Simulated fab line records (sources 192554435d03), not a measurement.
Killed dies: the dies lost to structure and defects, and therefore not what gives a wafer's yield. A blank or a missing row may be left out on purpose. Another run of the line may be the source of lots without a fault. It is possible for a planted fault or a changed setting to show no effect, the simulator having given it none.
Matching of chambers    flow n5 finfet    N5_MOL_CONTACT_COAG_ETCH_91 on rie diel-03: 4 sister chambers
The step etches SOC in N2/H2, target depth 60 nm, overetch 21 nm, time 101.2 s. 18 wafers are shown with their chamber, then 9 later ones without.

WAFERS WITH THEIR CHAMBER
wafer   chamber  showerhead plenum p Torr (Torr)  throttle valve pct (%)  drypump motor current A (A)
L074.1  1        2.73                             17.91                   5.5
L074.3  2        2.43                             18.09                   5.7
L074.5  2        2.43                             18.09                   5.7
L075.1  3        2.52                             17.46                   6.4
L075.3  2        2.43                             18.10                   5.6
L075.6  1        2.73                             17.90                   5.5
L076.2  2        2.43                             18.11                   5.6
L076.3  1        2.73                             17.91                   5.5
L076.5  3        2.52                             17.45                   6.4
L079.1  1        2.73                             17.93                   5.5
L079.2  0        2.40                             17.85                   5.7
L079.4  3        2.52                             17.47                   6.4
L080.1  1        2.72                             17.93                   5.5
L080.3  2        2.43                             18.11                   5.6
L080.4  0        2.40                             17.84                   5.7
L081.2  2        2.43                             18.12                   5.6
L081.4  3        2.51                             17.48                   6.5
L081.6  2        2.43                             18.12                   5.7

SIGNATURES, as means of the wafers listed above
reading                   chamber 0  chamber 1  chamber 2  chamber 3  scatter within a chamber
showerhead plenum p Torr  2.4000     2.7280     2.4300     2.5175     0.00333
throttle valve pct        17.8450    17.9160    18.1057    17.4650    0.0127
drypump motor current A   5.700      5.500      5.643      6.425      0.042
Rule: a wafer lies at a distance from a chamber equal to the root of the sum of squares, over the readings, of (its reading less the chamber's mean, divided by the reading's scatter). The wafer belongs to the nearest chamber; if the next one is less than 2 further off, it can't be placed. The scatter is the square root of a quotient: the sum, over the shown wafers, of each reading's squared deviation from its chamber's mean, divided by wafers minus chambers.

WAFERS WHOSE CHAMBER IS MISSING
wafer   showerhead plenum p Torr (Torr)  throttle valve pct (%)  drypump motor current A (A)
L084.2  2.72                             17.96                   5.5
L084.4  2.42                             18.14                   5.7
L084.5  2.72                             17.94                   5.4
L087.3  2.42                             18.14                   5.6
L087.4  2.51                             17.51                   6.4
L087.5  2.42                             18.14                   5.6
L092.2  2.71                             17.99                   5.5
L092.3  2.71                             17.50                   5.6
L092.5  2.71                             17.49                   5.6

EACH ONE'S CHAMBER
wafer    from the rows above   in truth
L084.2   1                     1
L084.4   2                     2
L084.5   1                     1
L087.3   2                     2
L087.4   3                     3
L087.5   2                     2
L092.2   1                     1
L092.3   1                     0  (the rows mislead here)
L092.5   1                     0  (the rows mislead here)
Correct placement for 7 of the 9. From these rows, 0 cannot be placed. Number placed wrongly: 2.
